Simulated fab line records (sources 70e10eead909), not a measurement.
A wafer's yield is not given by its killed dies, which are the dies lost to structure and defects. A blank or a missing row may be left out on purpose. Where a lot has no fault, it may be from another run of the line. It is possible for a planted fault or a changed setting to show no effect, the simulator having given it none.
Chamber matching    flow nand harc    3 sister chambers for NHARC_A_STAIRCASE_DEP_301 on pecvd-03
The step deposits SiON, target thk 30 nm. 3 wafers are shown with their chamber, then 9 later ones without.

== WAFERS PAIRED WITH THEIR CHAMBERS ==
wafer   chamber  heater power w (W)
L085.1  2        762
L085.5  0        664
L085.6  1        727

== WAFERS MISSING THEIR CHAMBER ==
wafer   heater power w (W)
L090.1  636
L090.4  698
L090.6  694
L091.1  662
L091.3  758
L091.6  772
L095.2  683
L095.3  728
L095.5  679

== WHICH CHAMBER EACH WENT THROUGH ==
wafer    from the rows above            in truth
L090.1   0                              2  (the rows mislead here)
L090.4   can't be placed: 1 or 0 or 2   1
L090.6   can't be placed: 0 or 1        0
L091.1   0                              0
L091.3   can't be placed: 2 or 1        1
L091.6   can't be placed: 2 or 1        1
L095.2   can't be placed: 0 or 1        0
L095.3   can't be placed: 1 or 2        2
L095.5   can't be placed: 0 or 1        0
Correctly placed: 1 of 9. From these rows, 7 cannot be placed; in 7 the true chamber is one of the candidates. 1 placed wrongly.
How it was worked out, from the rows above alone: a wafer's distance from a chamber is the root of the sum, over the readings, of the square of ((its reading less the chamber's mean) divided by the reading's scatter). If the next closest chamber is less than 2 further off than the closest, the wafer can't be placed; otherwise it belongs to the closest. For every chamber, the mean is computed from those of its wafers that are shown. The scatter: root of mean squared gap, hidden wafer to nearest shown wafer, with one shown wafer a chamber.
